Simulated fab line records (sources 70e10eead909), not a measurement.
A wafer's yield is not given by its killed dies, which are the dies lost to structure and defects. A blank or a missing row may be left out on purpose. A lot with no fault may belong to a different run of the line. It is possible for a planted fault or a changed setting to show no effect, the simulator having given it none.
Which tool is to blame?    flow nand-harc    6 lots with 18 wafers sampled at 4 steps, on a route of 1159 steps

## WHAT THE GAUGES READ, wafer by wafer
NHARC_A_BONDPAD_OVL_MEAS_35.
lot   measured      on          overlay-x-nm (nm)
L743  day 18 10:50  overlay-01  0 1 1
L744  day 18 15:14  overlay-02  7 7 7
L754  day 20 12:20  overlay-02  6 6 6
L760  day 22 21:13  overlay-02  4 4 4
L762  day 23 01:42  overlay-01  5 4 5
L765  day 24 00:52  overlay-01  -6 -5 -5

## WHICH TOOL RAN EACH LOT (tool, then ch and the chambers of the sampled wafers, then the start)
lot   NHARC_A_BLC_ETCH_16                 NHARC_A_BLC_DEGAS_30          NHARC_A_M1_PVD_21
L743  rie-diel-09 ch 0,1,3, day 17 16:53  pvd-sputter-02, day 17 18:36  pvd-sputter-01, day 18 07:31
L744  rie-diel-02 ch 0,1, day 18 02:37    pvd-sputter-01, day 18 04:07  pvd-sputter-02, day 18 11:53
L754  rie-diel-02 ch 0,1, day 19 23:19    pvd-sputter-02, day 20 00:53  pvd-sputter-01, day 20 08:52
L760  rie-diel-08 ch 1,2,3, day 22 01:29  pvd-sputter-03, day 22 02:59  pvd-sputter-02, day 22 17:04
L762  rie-diel-09 ch 0,2,3, day 22 10:34  pvd-sputter-02, day 22 12:12  pvd-sputter-03, day 22 22:21
L765  rie-diel-02 ch 0,2,3, day 23 07:44  pvd-sputter-03, day 23 09:13  pvd-sputter-03, day 23 21:27
- NHARC_A_BLC_ETCH_16: etches the open film in CF4, target depth 39 nm, time 65 s.
- NHARC_A_BLC_DEGAS_30: time 60 s.
- NHARC_A_M1_PVD_21: deposits Cu, target thk 30 nm, time 20.49 s.

## THE ANSWER, worked out from the rows above alone
Rule: usual is defined by the lots themselves. The widest of any qualifying gaps counts: lots, ordered by their means at a reading, are off when they make up no more than a third of the lots, leave a main group of 4 or more, and stand apart from it by 3 or more times the standard deviation of that group's means. A main group is skipped when, at the precision printed for the reading in the tables above, its means are all equal. A lot without any number at a reading at which 4 lots or more have one is off too. Where the step has rows for the other lots, those lots are counted as sound.
No lot is off at any reading shown: from this, nothing can be told.

## WHAT THE SIMULATOR PUT IN
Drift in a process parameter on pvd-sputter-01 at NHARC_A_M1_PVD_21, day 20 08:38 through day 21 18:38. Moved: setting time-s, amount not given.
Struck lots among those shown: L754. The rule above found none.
